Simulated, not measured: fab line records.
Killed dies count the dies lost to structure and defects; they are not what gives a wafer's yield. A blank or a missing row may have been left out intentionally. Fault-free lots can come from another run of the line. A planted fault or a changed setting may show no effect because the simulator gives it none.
Matching of chambers    flow nand_harc    rie_diel-03 running NHARC_A_CHANNEL_HOLE_D2_ETCH_38: 4 sister chambers
The step etches the open film in CF4, target depth 39 nm, time 65 s. 4 wafers are shown with their chamber, then 7 later ones without.

WAFERS PAIRED WITH THEIR CHAMBERS
wafer   chamber  showerhead_plenum_p_Torr (Torr)
L079.2  2        1.86
L079.4  1        1.85
L081.1  0        1.79
L081.3  3        1.65

WAFERS WHOSE CHAMBER IS MISSING
wafer   showerhead_plenum_p_Torr (Torr)
L081.4  1.85
L091.3  1.65
L091.4  1.79
L091.6  1.86
L097.2  1.84
L097.4  1.86
L097.6  1.84

WHICH CHAMBER EACH WENT THROUGH
wafer   from the rows above      in truth
L081.4  can't be placed: 1 or 2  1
L091.3  3                        3
L091.4  0                        0
L091.6  can't be placed: 2 or 1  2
L097.2  can't be placed: 1 or 2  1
L097.4  can't be placed: 2 or 1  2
L097.6  can't be placed: 1 or 2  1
2 of 7 placed correctly. These rows do not allow placing 5 (true chamber among the candidates in 5). Number placed wrongly: 0.
How it was worked out, from the rows above alone: a wafer's distance from a chamber is the root of the sum, over the readings, of the square of ((its reading less the chamber's mean) divided by the reading's scatter). If the next closest chamber is less than 2 further off than the closest, the wafer can't be placed; otherwise it belongs to the closest. A chamber's mean is the mean of its shown wafers. The scatter: with one shown wafer a chamber, the root of the mean of the squares of how far each hidden wafer lies from its nearest shown one.
